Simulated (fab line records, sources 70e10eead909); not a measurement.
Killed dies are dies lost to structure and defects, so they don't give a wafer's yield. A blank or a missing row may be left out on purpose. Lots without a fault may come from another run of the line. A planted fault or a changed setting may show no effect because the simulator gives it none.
Chamber matching | flow nand_harc | NHARC_A_STAIRCASE_DEP_417 on pecvd-03: 3 sister chambers
The step deposits Si3N4, target thk 60 nm. 18 wafers are shown with their chamber, then 9 later ones without.

WAFERS WITH THEIR CHAMBER
wafer  | chamber | showerhead_vpp_V (V) | heater_power_w (W) | susceptor_temp_C (C)
L076.3 | 2       | 1338                 | 773                | 400.10
L076.5 | 1       | 1276                 | 718                | 400.02
L076.6 | 2       | 1339                 | 752                | 400.02
L077.1 | 0       | 1247                 | 687                | 399.87
L077.2 | 2       | 1337                 | 731                | 400.08
L077.3 | 1       | 1273                 | 806                | 400.32
L085.2 | 2       | 1327                 | 781                | 400.56
L085.3 | 0       | 1246                 | 666                | 399.88
L085.4 | 1       | 1279                 | 849                | 399.56
L083.2 | 1       | 1302                 | 825                | 400.59
L083.4 | 1       | 1270                 | 829                | 400.53
L083.5 | 2       | 1353                 | 755                | 399.81
L087.2 | 2       | 1345                 | 754                | 400.12
L087.3 | 0       | 1226                 | 751                | 399.84
L087.4 | 0       | 1256                 | 774                | 400.02
L088.2 | 2       | 1342                 | 833                | 400.02
L088.3 | 0       | 1256                 | 788                | 400.09
L088.6 | 0       | 1254                 | 772                | 400.32

SIGNATURES (means of the wafers above)
reading          | chamber 0 | chamber 1 | chamber 2 | scatter within a chamber
showerhead_vpp_V | 1247.50   | 1280.00   | 1340.14   | 10.6
heater_power_w   | 739.67    | 805.40    | 768.43    | 44.6
susceptor_temp_C | 400.0033  | 400.2040  | 400.1014  | 0.282
Rule: a wafer's distance from a chamber is the root of the sum, over the readings, of the square of ((its reading less the chamber's mean) divided by the reading's scatter). The wafer belongs to the nearest chamber; if the next one is less than 2 further off, it can't be placed. The scatter: the root of (the sum of the squares of (reading less its chamber's mean) over the shown wafers, divided by (wafers less chambers)).

WAFERS WITHOUT THEIR CHAMBER
wafer  | showerhead_vpp_V (V) | heater_power_w (W) | susceptor_temp_C (C)
L091.1 | 1260                 | 792                | 400.14
L091.3 | 1227                 | 818                | 399.30
L091.4 | 1288                 | 795                | 400.28
L092.1 | 1226                 | 758                | 400.16
L092.5 | 1329                 | 691                | 399.78
L092.6 | 1226                 | 773                | 399.66
L097.1 | 1337                 | 833                | 400.20
L097.4 | 1226                 | 757                | 400.06
L097.5 | 1267                 | 827                | 399.85

WHICH CHAMBER EACH WENT THROUGH
wafer  | from the rows above     | in truth
L091.1 | can't be placed: 0 or 1 | 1
L091.3 | 0                       | 0
L091.4 | 1                       | 1
L092.1 | 0                       | 0
L092.5 | 2                       | 2
L092.6 | 0                       | 0
L097.1 | 2                       | 2
L097.4 | 0                       | 0
L097.5 | can't be placed: 1 or 0 | 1
Placed correctly: 7 of 9. Can't be placed from these rows: 2 (the true chamber is among the candidates in 2). Placed wrongly: 0.
